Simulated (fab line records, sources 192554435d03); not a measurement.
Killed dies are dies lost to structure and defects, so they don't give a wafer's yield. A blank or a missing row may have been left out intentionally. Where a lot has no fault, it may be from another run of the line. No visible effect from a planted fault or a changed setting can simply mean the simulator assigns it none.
Chamber matching ; flow n5_finfet ; cmp-01 running N5_HKMG_FIN_CMP_94: 4 sister chambers
The step polishes, stops on SiNx, t overpolish 4.7 s, target thk 43.299 nm. 8 wafers are shown with their chamber, then 9 later ones without.

## WAFERS WITH THEIR CHAMBER
wafer;chamber;motor_current_A (A);slurry_filter_dp_kPa (kPa)
L087.4;1;13.6;13.42
L087.5;2;9.6;13.35
L089.1;0;13.6;13.57
L089.2;3;15.8;13.41
L089.4;1;12.6;13.50
L091.3;0;14.3;13.35
L091.4;2;9.6;13.41
L091.6;3;15.4;13.33

## WAFERS MISSING THEIR CHAMBER
wafer;motor_current_A (A);slurry_filter_dp_kPa (kPa)
L093.1;15.8;13.52
L093.4;12.4;13.51
L093.6;13.1;13.32
L096.1;13.9;13.55
L096.3;15.7;13.62
L096.4;12.7;13.65
L097.1;16.3;13.52
L097.3;11.9;13.37
L097.6;14.6;13.43

## CHAMBER TAKEN BY EACH
wafer;from the rows above;in truth
L093.1;3;3
L093.4;can't be placed: 1 or 0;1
L093.6;can't be placed: 1 or 0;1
L096.1;can't be placed: 0 or 1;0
L096.3;can't be placed: 3 or 0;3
L096.4;can't be placed: 1 or 0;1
L097.1;3;3
L097.3;can't be placed: 1 or 0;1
L097.6;can't be placed: 0 or 3 or 1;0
Correct placement for 2 of the 9. Unplaceable from these rows: 7, with the true chamber sitting among the candidates in 7. Placed wrongly: 0.
How it was worked out, from the rows above alone: a wafer's distance from a chamber is the root of the sum, over the readings, of the square of ((its reading less the chamber's mean) divided by the reading's scatter). The wafer belongs to the nearest chamber; if the next one is less than 2 further off, it can't be placed. Each chamber's mean is taken over the wafers shown for it. The scatter: take each reading less its chamber's mean, square it, sum over the shown wafers, divide by the number of wafers less the number of chambers, and take the root.
